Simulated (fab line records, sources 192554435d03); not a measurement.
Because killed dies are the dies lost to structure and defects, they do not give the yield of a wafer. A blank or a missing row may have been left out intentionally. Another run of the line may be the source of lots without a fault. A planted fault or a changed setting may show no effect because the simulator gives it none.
Which tool was responsible? | flow n5 finfet | 15 lots with 41 wafers sampled at 4 steps, on a route of 1938 steps

## WHAT EACH GAUGE READ, for each wafer
Not one reading of a measure or inspect step in the record can be checked against a usual standard deviation.

## TOOL THAT RAN EACH LOT (tool first, then ch and the chambers of the sampled wafers, then the start)
lot  | N5_BEOL_M15_ETCH_57                | N5_BEOL_M15_STRIP_36               | N5_BEOL_M15_STRIP_62                          | N5_MIM_BOT_LITHO_EXPOSE_05
L644 | rie diel-02 ch 0,3, day 12 19:58   | rie diel-02 ch 0,3, day 12 21:23   | rie diel-02 ch 0,3, day 13 05:44 or earlier   | krf scanner-02 ch 0, day 13 05:44
L646 | rie diel-04 ch 1,2,3, day 12 21:14 | rie diel-02 ch 0,1,3, day 13 01:02 | rie diel-02 ch 0,1,3, day 13 07:09 or earlier | krf scanner-01 ch 0, day 13 07:09
L648 | rie diel-02 ch 0,2,3, day 13 09:19 | rie diel-02 ch 1,2,3, day 13 11:25 | rie diel-02 ch 1,2,3, day 13 16:24 or earlier | krf scanner-01 ch 0, day 13 16:24
L649 | rie diel-02 ch 0,1,3, day 13 09:47 | rie diel-02 ch 0,1,2, day 13 13:42 | rie diel-02 ch 0,1,2, day 13 19:43 or earlier | krf scanner-02 ch 0, day 13 19:43
L650 | rie diel-04 ch 1,2,3, day 13 20:50 | rie diel-03 ch 0,1,3, day 14 00:06 | rie diel-03 ch 0,1,3, day 14 07:48 or earlier | krf scanner-02 ch 0, day 14 07:48
L651 | rie diel-02 ch 1,2, day 14 02:17   | rie diel-04 ch 2,3, day 14 07:22   | rie diel-04 ch 2,3, day 14 15:27 or earlier   | krf scanner-02 ch 0, day 14 15:27
L653 | rie diel-03 ch 0,1,2, day 14 16:07 | rie diel-03 ch 1,2, day 14 19:25   | rie diel-03 ch 1,2, day 15 02:17 or earlier   | krf scanner-02 ch 0, day 15 02:17
L655 | rie diel-03 ch 2, day 15 06:13     | rie diel-03 ch 0, day 15 09:01     | rie diel-03 ch 0, day 15 20:04 or earlier     | krf scanner-01 ch 0, day 15 20:04
L654 | rie diel-02 ch 0,3, day 15 07:07   | rie diel-02 ch 0,1,3, day 15 09:05 | rie diel-02 ch 0,1,3, day 15 20:57 or earlier | krf scanner-01, day 15 20:57
L659 | rie diel-03 ch 0,2,3, day 15 09:56 | rie diel-02 ch 1,2,3, day 15 12:08 | rie diel-02 ch 1,2,3, day 15 21:31 or earlier | krf scanner-01, day 15 21:31
L657 | rie diel-03 ch 0,1,3, day 15 15:59 | rie diel-03 ch 0,1,2, day 15 21:05 | rie diel-03 ch 0,1,2, day 16 04:23 or earlier | krf scanner-02, day 16 04:23
L663 | rie diel-02 ch 2,3, day 16 07:50   | rie diel-02 ch 0,3, day 16 09:55   | rie diel-02 ch 0,3, day 16 16:18 or earlier   | krf scanner-01 ch 0, day 16 16:18
L664 | rie diel-02 ch 1,3, day 17 02:19   | rie diel-03 ch 0,2,3, day 17 04:04 | rie diel-03 ch 0,2,3, day 17 11:37 or earlier | krf scanner-02 ch 0, day 17 11:37
L667 | rie diel-04 ch 1,2, day 17 13:21   | rie diel-04 ch 1,2, day 17 17:24   | rie diel-04 ch 1,2, day 17 23:34 or earlier   | krf scanner-02 ch 0, day 17 23:34
L666 | rie diel-04 ch 2, day 17 20:11     | rie diel-02 ch 1, day 17 21:22     | rie diel-02 ch 1, day 18 04:17 or earlier     | krf scanner-01 ch 0, day 18 04:17
- N5_BEOL_M15_ETCH_57: etches SOC in N2/H2, time 750 s.
- N5_BEOL_M15_STRIP_36: strips in O2.
- N5_BEOL_M15_STRIP_62: strips in O2.
- N5_MIM_BOT_LITHO_EXPOSE_05: exposes mask MIM BOT.

## WHAT THE TOOLS THEMSELVES READ (means of the sampled wafers that have a number; where no wafer has one, the mark that the record gives instead)
N5_BEOL_M15_ETCH_57. Usual: chamber pressure mTorr 30.003 mTorr, standard deviation 0.03; drypump motor current A 5.7 A, standard deviation 0.41; oes product au 0.81 a.u., standard deviation 0.081; rf vpp V 522.7 V, standard deviation 2.6; showerhead plenum p Torr 2.50 Torr, standard deviation 0.088; throttle valve pct 17.77 %, standard deviation 0.2.
lot  | tool        | chamber pressure mTorr (mTorr) | drypump motor current A (A) | oes product au (a.u.) | rf vpp V (V) | showerhead plenum p Torr (Torr) | throttle valve pct (%) | flag
L644 | rie diel-02 | 30.001                         | 5.3                         | 0.72                  | 521.8        | 2.46                            | 17.85                  |
L646 | rie diel-04 | 30.024                         | 5.9                         | 0.85                  | 524.8        | 2.54                            | 17.65                  |
L648 | rie diel-02 | 29.984                         | 5.4                         | 0.83                  | 521.5        | 2.46                            | 17.76                  |
L649 | rie diel-02 | 29.983                         | 5.2                         | 0.77                  | 521.7        | 2.45                            | 17.77                  |
L650 | rie diel-04 | 29.989                         | 5.9                         | 0.85                  | 524.2        | 2.54                            | 17.66                  |
L651 | rie diel-02 | 29.971                         | 5.5                         | 0.91                  | 521.9        | 2.49                            | 17.52                  |
L653 | rie diel-03 | 29.967                         | 5.6                         | 0.79                  | 523.9        | 2.56                            | 17.95                  |
L655 | rie diel-03 | 30.004                         | 5.7                         | 0.80                  | 523.9        | 2.56                            | 17.81                  |
L654 | rie diel-02 | 30.019                         | 5.3                         | 0.71                  | 521.4        | 2.45                            | 17.89                  |
L659 | rie diel-03 | 29.988                         | 5.8                         | 0.75                  | 525.0        | 2.57                            | 17.97                  |
L657 | rie diel-03 | 29.996                         | 5.8                         | 0.77                  | 525.0        | 2.59                            | 17.96                  |
L663 | rie diel-02 | 30.022                         | 5.7                         | 0.81                  | 523.9        | 2.50                            | 17.68                  |
L664 | rie diel-02 | 29.996                         | 5.3                         | 0.77                  | 522.0        | 2.48                            | 17.66                  |
L667 | rie diel-04 | 30.005                         | 6.0                         | 0.77                  | 523.1        | 2.55                            | 17.76                  |
L666 | rie diel-04 | 29.978                         | 5.5                         | 0.84                  | 525.5        | 2.57                            | 17.66                  |

N5_BEOL_M15_STRIP_36. Usual: chamber pressure mTorr 30.00 mTorr, standard deviation 0.054; drypump motor current A 5.7 A, standard deviation 0.43; oes product au 0.80 a.u., standard deviation 0.08; rf vpp V 3.6 V, standard deviation 0.91; showerhead plenum p Torr 2.06 Torr, standard deviation 0.081; throttle valve pct 16.70 %, standard deviation 0.24.
lot  | tool        | chamber pressure mTorr (mTorr) | drypump motor current A (A) | oes product au (a.u.) | rf vpp V (V) | showerhead plenum p Torr (Torr) | throttle valve pct (%) | flag
L644 | rie diel-02 | 30.03                          | 5.1                         | 0.74                  | 4.1          | 1.98                            | 16.83                  |
L646 | rie diel-02 | 30.03                          | 5.2                         | 0.77                  | 4.2          | 2.02                            | 16.67                  |
L648 | rie diel-02 | 29.92                          | 5.5                         | 0.84                  | 3.5          | 2.06                            | 16.45                  |
L649 | rie diel-02 | 30.01                          | 5.3                         | 0.87                  | 2.8          | 2.00                            | 16.46                  |
L650 | rie diel-03 | 29.98                          | 5.8                         | 0.78                  | 4.4          | 2.14                            | 16.84                  |
L651 | rie diel-04 | 29.96                          | 5.8                         | 0.89                  | 3.5          | 2.10                            | 16.66                  |
L653 | rie diel-03 | 29.97                          | 5.8                         | 0.84                  | 3.0          | 2.12                            | 16.58                  |
L655 | rie diel-03 | 30.03                          | 5.4                         | 0.69                  | 3.3          | 2.09                            | 17.26                  |
L654 | rie diel-02 | 30.01                          | 5.2                         | 0.76                  | 3.7          | 2.02                            | 16.72                  |
L659 | rie diel-02 | 30.00                          | 5.5                         | 0.81                  | 3.9          | 2.05                            | 16.50                  |
L657 | rie diel-03 | 29.97                          | 5.6                         | 0.77                  | 4.1          | 2.11                            | 16.85                  |
L663 | rie diel-02 | 29.98                          | 5.2                         | 0.72                  | 3.7          | 2.00                            | 16.89                  |
L664 | rie diel-03 | 30.03                          | 5.8                         | 0.73                  | 4.7          | 2.12                            | 16.95                  |
L667 | rie diel-04 | 29.97                          | 6.0                         | 0.77                  | 2.9          | 2.10                            | 16.63                  |
L666 | rie diel-02 | 30.02                          | 5.2                         | 0.80                  | 4.5          | 2.03                            | 16.45                  |

N5_BEOL_M15_STRIP_62. Usual: chamber pressure mTorr 30.002 mTorr, standard deviation 0.029; drypump motor current A 5.7 A, standard deviation 0.44; oes product au 0.80 a.u., standard deviation 0.079; rf vpp V 3.6 V, standard deviation 0.48; showerhead plenum p Torr 2.06 Torr, standard deviation 0.08; throttle valve pct 16.70 %, standard deviation 0.24.
lot  | tool        | chamber pressure mTorr (mTorr) | drypump motor current A (A) | oes product au (a.u.) | rf vpp V (V) | showerhead plenum p Torr (Torr) | throttle valve pct (%) | flag
L644 | rie diel-02 | 30.011                         | 5.2                         | 0.74                  | 3.8          | 1.98                            | 16.85                  |
L646 | rie diel-02 | 30.005                         | 5.2                         | 0.77                  | 3.9          | 2.02                            | 16.68                  |
L648 | rie diel-02 | 29.978                         | 5.5                         | 0.85                  | 3.6          | 2.06                            | 16.46                  |
L649 | rie diel-02 | 30.003                         | 5.3                         | 0.86                  | 3.7          | 2.00                            | 16.47                  |
L650 | rie diel-03 | 29.986                         | 5.8                         | 0.79                  | 3.4          | 2.14                            | 16.84                  |
L651 | rie diel-04 | 30.019                         | 5.8                         | 0.88                  | 3.5          | 2.10                            | 16.65                  |
L653 | rie diel-03 | 29.996                         | 5.8                         | 0.85                  | 3.6          | 2.12                            | 16.61                  |
L655 | rie diel-03 | 29.994                         | 5.4                         | 0.69                  | 3.2          | 2.09                            | 17.29                  |
L654 | rie diel-02 | 30.031                         | 5.2                         | 0.75                  | 3.5          | 2.01                            | 16.72                  |
L659 | rie diel-02 | 30.003                         | 5.4                         | 0.82                  | 3.6          | 2.05                            | 16.49                  |
L657 | rie diel-03 | 29.997                         | 5.6                         | 0.77                  | 3.6          | 2.11                            | 16.85                  |
L663 | rie diel-02 | 30.014                         | 5.2                         | 0.71                  | 4.1          | 2.00                            | 16.88                  |
L664 | rie diel-03 | 30.018                         | 5.8                         | 0.73                  | 4.0          | 2.12                            | 16.95                  |
L667 | rie diel-04 | 30.004                         | 6.0                         | 0.77                  | 3.6          | 2.10                            | 16.65                  |
L666 | rie diel-02 | 30.012                         | 5.2                         | 0.80                  | 4.3          | 2.03                            | 16.42                  |

N5_MIM_BOT_LITHO_EXPOSE_05. Usual: exposure dose mJ cm2 24.255, standard deviation 0.023; focus offset nm -0.1 nm, standard deviation 0.57.
lot  | tool           | exposure dose mJ cm2 | focus offset nm (nm) | flag
L644 | krf scanner-02 | 24.275               | 0.4                  |
L646 | krf scanner-01 | 24.260               | 0.1                  |
L648 | krf scanner-01 | 24.269               | -0.3                 |
L649 | krf scanner-02 | 24.268               | 0.1                  |
L650 | krf scanner-02 | 24.296               | -0.1                 |
L651 | krf scanner-02 | 24.222               | -0.6                 |
L653 | krf scanner-02 | 24.255               | 0.4                  |
L655 | krf scanner-01 | 24.282               | 0.5                  |
L654 | krf scanner-01 | -                    | -                    | OFF
L659 | krf scanner-01 | -                    | -                    | OFF
L657 | krf scanner-02 | -                    | -                    | OFF
L663 | krf scanner-01 | 24.267               | -0.2                 |
L664 | krf scanner-02 | 24.254               | -0.5                 |
L667 | krf scanner-02 | 24.272               | 0.5                  |
L666 | krf scanner-01 | 24.273               | -0.1                 |

## THE ANSWER, worked out from the rows above alone
Rule: a lot counts as off when the mean over its wafers that have a number is more than 3 standard deviations away from the usual mean. Also off: a lot with no number at a reading for which 4 or more lots have one. All remaining lots with rows at the step are treated as sound. First the gauges in route order, then the tools' own readings, where a lot's mean is used as printed above. At the first step where some lot is off, the reading lying furthest off is the one used; lots without a number count as furthest.
Off: L654, L659, L657, at N5_MIM_BOT_LITHO_EXPOSE_05 (exposure dose mJ cm2). Without a number there: L654, L659, L657.
If a tool, at that step or one of the process steps before it, ran each lot that is off and ran no sound lot following the first of them, it fits. Because N5_BEOL_M15_STRIP_62 lacks a start for some lots, the hours and order of its lots are taken from N5_MIM_BOT_LITHO_EXPOSE_05. Of those tried, none fits.

## WHAT THE SIMULATOR HAD INSERTED
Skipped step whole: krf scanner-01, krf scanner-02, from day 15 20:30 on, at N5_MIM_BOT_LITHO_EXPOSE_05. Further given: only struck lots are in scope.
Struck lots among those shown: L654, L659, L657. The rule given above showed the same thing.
